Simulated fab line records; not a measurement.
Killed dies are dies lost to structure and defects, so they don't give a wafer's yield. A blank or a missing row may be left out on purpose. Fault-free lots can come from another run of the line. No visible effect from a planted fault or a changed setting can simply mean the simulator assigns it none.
Which of the tools did it? || flow nand_harc || Sampling: 12 lots, 34 wafers, 5 of 1302 route steps

WHAT EACH GAUGE READ, for each wafer
NHARC_P_GATE_INSPECT_68.
{"lot": "L603", "measured": "day 5 23:55", "on": "defect_inspect-02", "raw_defect_count": "194 433 300"}
{"lot": "L605", "measured": "day 6 13:01", "on": "defect_inspect-01", "raw_defect_count": "172 226 162"}
{"lot": "L606", "measured": "day 7 00:25", "on": "defect_inspect-01", "raw_defect_count": "198 169 178"}
{"lot": "L608", "measured": "day 7 21:47", "on": "defect_inspect-01", "raw_defect_count": "182 174 133"}
{"lot": "L609", "measured": "day 8 05:39", "on": "defect_inspect-02", "raw_defect_count": "184 240 257"}
{"lot": "L611", "measured": "day 9 08:13", "on": "defect_inspect-01", "raw_defect_count": "270 327 244"}
{"lot": "L612", "measured": "day 9 15:16", "on": "defect_inspect-01", "raw_defect_count": "193 155 155"}
{"lot": "L613", "measured": "day 9 23:17", "on": "defect_inspect-01", "raw_defect_count": "215 114 207"}
{"lot": "L614", "measured": "day 10 11:14", "on": "defect_inspect-02", "raw_defect_count": "223 150 208"}
{"lot": "L615", "measured": "day 10 17:51", "on": "defect_inspect-01", "raw_defect_count": "1003 1002"}
{"lot": "L625", "measured": "day 15 02:44", "on": "defect_inspect-02", "raw_defect_count": "222 341 216"}
{"lot": "L626", "measured": "day 15 07:07", "on": "defect_inspect-01", "raw_defect_count": "124 186 117"}

WHAT TOOL EACH LOT RAN ON (gives the tool, then ch and the chambers of the sampled wafers, and finally the start)
{"lot": "L603", "NHARC_P_GATE_STRIP_111": "plasma_asher-02 ch 0,1, day 5 18:05", "NHARC_P_GATE_DESCUM_61": "rie_diel-07 ch 0,2,3, day 5 19:19", "NHARC_P_GATE_DEGAS_109": "pvd_sputter-02, day 5 22:58", "NHARC_P_GATE_SPUTTER_79": "pvd_sputter-02, day 5 23:08"}
{"lot": "L605", "NHARC_P_GATE_STRIP_111": "plasma_asher-01 ch 1, day 6 07:00", "NHARC_P_GATE_DESCUM_61": "rie_diel-05 ch 1,2,3, day 6 08:24", "NHARC_P_GATE_DEGAS_109": "pvd_sputter-01, day 6 12:04", "NHARC_P_GATE_SPUTTER_79": "pvd_sputter-01, day 6 12:15"}
{"lot": "L606", "NHARC_P_GATE_STRIP_111": "plasma_asher-01 ch 0,1, day 6 18:43", "NHARC_P_GATE_DESCUM_61": "rie_diel-05 ch 0,1,2, day 6 19:56", "NHARC_P_GATE_DEGAS_109": "pvd_sputter-02, day 6 23:28", "NHARC_P_GATE_SPUTTER_79": "pvd_sputter-02, day 6 23:38"}
{"lot": "L608", "NHARC_P_GATE_STRIP_111": "plasma_asher-02 ch 0,1, day 7 15:20", "NHARC_P_GATE_DESCUM_61": "rie_diel-05 ch 0,3, day 7 16:38", "NHARC_P_GATE_DEGAS_109": "pvd_sputter-01, day 7 20:42", "NHARC_P_GATE_SPUTTER_79": "pvd_sputter-01, day 7 21:02"}
{"lot": "L609", "NHARC_P_GATE_STRIP_111": "plasma_asher-02 ch 0,1, day 7 23:46", "NHARC_P_GATE_DESCUM_61": "rie_diel-05 ch 0,2,3, day 8 01:01", "NHARC_P_GATE_DEGAS_109": "pvd_sputter-01, day 8 04:41", "NHARC_P_GATE_SPUTTER_79": "pvd_sputter-01, day 8 04:53"}
{"lot": "L611", "NHARC_P_GATE_STRIP_111": "plasma_asher-02 ch 0,1, day 9 02:10", "NHARC_P_GATE_DESCUM_61": "rie_diel-10 ch 0,1,3, day 9 03:35", "NHARC_P_GATE_DEGAS_109": "pvd_sputter-01, day 9 07:16", "NHARC_P_GATE_SPUTTER_79": "pvd_sputter-01, day 9 07:26"}
{"lot": "L612", "NHARC_P_GATE_STRIP_111": "plasma_asher-02 ch 0,1, day 9 09:06", "NHARC_P_GATE_DESCUM_61": "rie_diel-07 ch 2,3, day 9 10:25", "NHARC_P_GATE_DEGAS_109": "pvd_sputter-01, day 9 14:14", "NHARC_P_GATE_SPUTTER_79": "pvd_sputter-01, day 9 14:25"}
{"lot": "L613", "NHARC_P_GATE_STRIP_111": "plasma_asher-01 ch 0,1, day 9 17:08", "NHARC_P_GATE_DESCUM_61": "rie_diel-07 ch 0,2, day 9 18:31", "NHARC_P_GATE_DEGAS_109": "pvd_sputter-02, day 9 22:16", "NHARC_P_GATE_SPUTTER_79": "pvd_sputter-02, day 9 22:27"}
{"lot": "L614", "NHARC_P_GATE_STRIP_111": "plasma_asher-01 ch 0,1, day 10 05:28", "NHARC_P_GATE_DESCUM_61": "rie_diel-07 ch 0,1, day 10 06:42", "NHARC_P_GATE_DEGAS_109": "pvd_sputter-02, day 10 10:14", "NHARC_P_GATE_SPUTTER_79": "pvd_sputter-02, day 10 10:26"}
{"lot": "L615", "NHARC_P_GATE_STRIP_111": "plasma_asher-01 ch 0, day 10 11:52", "NHARC_P_GATE_DESCUM_61": "rie_diel-07 ch 3, day 10 13:04", "NHARC_P_GATE_DEGAS_109": "pvd_sputter-02, day 10 16:52", "NHARC_P_GATE_SPUTTER_79": "pvd_sputter-02, day 10 17:02"}
{"lot": "L625", "NHARC_P_GATE_STRIP_111": "plasma_asher-01 ch 0,1, day 14 20:44", "NHARC_P_GATE_DESCUM_61": "rie_diel-05 ch 0,3, day 14 22:07", "NHARC_P_GATE_DEGAS_109": "pvd_sputter-01, day 15 01:47", "NHARC_P_GATE_SPUTTER_79": "pvd_sputter-01, day 15 01:59"}
{"lot": "L626", "NHARC_P_GATE_STRIP_111": "plasma_asher-02 ch 0,1, day 15 01:17", "NHARC_P_GATE_DESCUM_61": "rie_diel-07 ch 0,1,3, day 15 02:29", "NHARC_P_GATE_DEGAS_109": "pvd_sputter-03, day 15 06:10", "NHARC_P_GATE_SPUTTER_79": "pvd_sputter-03, day 15 06:20"}
- NHARC_P_GATE_STRIP_111: strips in N2/H2, time 250 s.
- NHARC_P_GATE_DESCUM_61: chemistry O2, time 3 s.
- NHARC_P_GATE_DEGAS_109: time 60 s.
- NHARC_P_GATE_SPUTTER_79: material TiN, target thk 10 nm.

WHAT THE TOOLS THEMSELVES READ (means of the sampled wafers that have a number; where no wafer has one, the mark that the record gives instead)
NHARC_P_GATE_STRIP_111.
{"lot": "L603", "tool": "plasma_asher-02", "drypump_motor_current_A (A)": 5.71, "heater_power_w (W)": 80}
{"lot": "L605", "tool": "plasma_asher-01", "drypump_motor_current_A (A)": 5.68, "heater_power_w (W)": 79}
{"lot": "L606", "tool": "plasma_asher-01", "drypump_motor_current_A (A)": 5.54, "heater_power_w (W)": 81}
{"lot": "L608", "tool": "plasma_asher-02", "drypump_motor_current_A (A)": 5.72, "heater_power_w (W)": 84}
{"lot": "L609", "tool": "plasma_asher-02", "drypump_motor_current_A (A)": 5.72, "heater_power_w (W)": 81}
{"lot": "L611", "tool": "plasma_asher-02", "drypump_motor_current_A (A)": 5.74, "heater_power_w (W)": 85}
{"lot": "L612", "tool": "plasma_asher-02", "drypump_motor_current_A (A)": 5.72, "heater_power_w (W)": 80}
{"lot": "L613", "tool": "plasma_asher-01", "drypump_motor_current_A (A)": 5.56, "heater_power_w (W)": 86}
{"lot": "L614", "tool": "plasma_asher-01", "drypump_motor_current_A (A)": 5.54, "heater_power_w (W)": 83}
{"lot": "L615", "tool": "plasma_asher-01", "drypump_motor_current_A (A)": 5.34, "heater_power_w (W)": 80}
{"lot": "L625", "tool": "plasma_asher-01", "drypump_motor_current_A (A)": 5.56, "heater_power_w (W)": 84}
{"lot": "L626", "tool": "plasma_asher-02", "drypump_motor_current_A (A)": 5.74, "heater_power_w (W)": 86}

NHARC_P_GATE_DESCUM_61.
{"lot": "L603", "tool": "rie_diel-07", "drypump_motor_current_A (A)": 5.4, "oes_product_au (a.u.)": 0.999, "rf_vpp_V (V)": 57.8, "showerhead_plenum_p_Torr (Torr)": 1.99, "throttle_valve_pct (%)": 11.313}
{"lot": "L605", "tool": "rie_diel-05", "drypump_motor_current_A (A)": 5.8, "oes_product_au (a.u.)": 1.007, "rf_vpp_V (V)": 57.5, "showerhead_plenum_p_Torr (Torr)": 1.95, "throttle_valve_pct (%)": 11.330}
{"lot": "L606", "tool": "rie_diel-05", "drypump_motor_current_A (A)": 5.8, "oes_product_au (a.u.)": 0.998, "rf_vpp_V (V)": 57.2, "showerhead_plenum_p_Torr (Torr)": 1.93, "throttle_valve_pct (%)": 11.301}
{"lot": "L608", "tool": "rie_diel-05", "drypump_motor_current_A (A)": 6.1, "oes_product_au (a.u.)": 1.011, "rf_vpp_V (V)": 57.2, "showerhead_plenum_p_Torr (Torr)": 1.85, "throttle_valve_pct (%)": 11.312}
{"lot": "L609", "tool": "rie_diel-05", "drypump_motor_current_A (A)": 6.0, "oes_product_au (a.u.)": 1.004, "rf_vpp_V (V)": 57.0, "showerhead_plenum_p_Torr (Torr)": 1.90, "throttle_valve_pct (%)": 11.306}
{"lot": "L611", "tool": "rie_diel-10", "drypump_motor_current_A (A)": 5.7, "oes_product_au (a.u.)": 1.005, "rf_vpp_V (V)": 58.0, "showerhead_plenum_p_Torr (Torr)": 1.86, "throttle_valve_pct (%)": 11.313}
{"lot": "L612", "tool": "rie_diel-07", "drypump_motor_current_A (A)": 5.2, "oes_product_au (a.u.)": 0.997, "rf_vpp_V (V)": 58.0, "showerhead_plenum_p_Torr (Torr)": 2.00, "throttle_valve_pct (%)": 11.314}
{"lot": "L613", "tool": "rie_diel-07", "drypump_motor_current_A (A)": 5.5, "oes_product_au (a.u.)": 0.996, "rf_vpp_V (V)": 58.0, "showerhead_plenum_p_Torr (Torr)": 2.01, "throttle_valve_pct (%)": 11.314}
{"lot": "L614", "tool": "rie_diel-07", "drypump_motor_current_A (A)": 5.7, "oes_product_au (a.u.)": 1.005, "rf_vpp_V (V)": 58.2, "showerhead_plenum_p_Torr (Torr)": 1.96, "throttle_valve_pct (%)": 11.322}
{"lot": "L615", "tool": "rie_diel-07", "drypump_motor_current_A (A)": 5.1, "oes_product_au (a.u.)": 0.991, "rf_vpp_V (V)": 58.6, "showerhead_plenum_p_Torr (Torr)": 1.95, "throttle_valve_pct (%)": 11.303}
{"lot": "L625", "tool": "rie_diel-05", "drypump_motor_current_A (A)": 6.0, "oes_product_au (a.u.)": 1.011, "rf_vpp_V (V)": 58.2, "showerhead_plenum_p_Torr (Torr)": 1.84, "throttle_valve_pct (%)": 11.303}
{"lot": "L626", "tool": "rie_diel-07", "drypump_motor_current_A (A)": 5.4, "oes_product_au (a.u.)": 1.000, "rf_vpp_V (V)": 58.1, "showerhead_plenum_p_Torr (Torr)": 1.94, "throttle_valve_pct (%)": 11.304}

NHARC_P_GATE_DEGAS_109.
{"lot": "L603", "tool": "pvd_sputter-02", "heater_power_w (W)": 444}
{"lot": "L605", "tool": "pvd_sputter-01", "heater_power_w (W)": 442}
{"lot": "L606", "tool": "pvd_sputter-02", "heater_power_w (W)": 438}
{"lot": "L608", "tool": "pvd_sputter-01", "heater_power_w (W)": 439}
{"lot": "L609", "tool": "pvd_sputter-01", "heater_power_w (W)": 438}
{"lot": "L611", "tool": "pvd_sputter-01", "heater_power_w (W)": 446}
{"lot": "L612", "tool": "pvd_sputter-01", "heater_power_w (W)": 453}
{"lot": "L613", "tool": "pvd_sputter-02", "heater_power_w (W)": 447}
{"lot": "L614", "tool": "pvd_sputter-02", "heater_power_w (W)": 455}
{"lot": "L615", "tool": "pvd_sputter-02", "heater_power_w (W)": 431}
{"lot": "L625", "tool": "pvd_sputter-01", "heater_power_w (W)": 454}
{"lot": "L626", "tool": "pvd_sputter-03", "heater_power_w (W)": 470}

THE ANSWER, worked out from the rows above alone
Rule: the lots themselves supply what counts as usual. The widest of any qualifying gaps counts: lots, ordered by their means at a reading, are off when they make up no more than a third of the lots, leave a main group of 4 or more, and stand apart from it by 3 or more times the standard deviation of that group's means. If all means in a main group match to the digits the tables above print for the reading, that group is not used. A lot without any number at a reading at which 4 lots or more have one is off too. Any other lot the step has rows for is counted as sound. Order of review: gauges by route order, followed by the tools' own readings, for which a lot's mean as printed above is used. At the first step where some lot is off, the reading lying furthest off is the one used; lots without a number count as furthest.
Off at NHARC_P_GATE_INSPECT_68 (raw_defect_count): L615. For the main group the mean is 208 and the standard deviation 51.
A tool fits if, at a process step before that reading, it ran every lot that is off, and no sound lot after the first of them. Those tools and the gauges at NHARC_P_GATE_INSPECT_68 are tried in the same way. One candidate fits, namely pvd_sputter-02 at NHARC_P_GATE_DEGAS_109 and NHARC_P_GATE_SPUTTER_79. At NHARC_P_GATE_DEGAS_109 its last sound lot is L614 (day 10 10:14), its first lot that is off L615 (day 10 16:52): a fault that began between those two fits.

WHAT WAS PUT IN BY THE SIMULATOR
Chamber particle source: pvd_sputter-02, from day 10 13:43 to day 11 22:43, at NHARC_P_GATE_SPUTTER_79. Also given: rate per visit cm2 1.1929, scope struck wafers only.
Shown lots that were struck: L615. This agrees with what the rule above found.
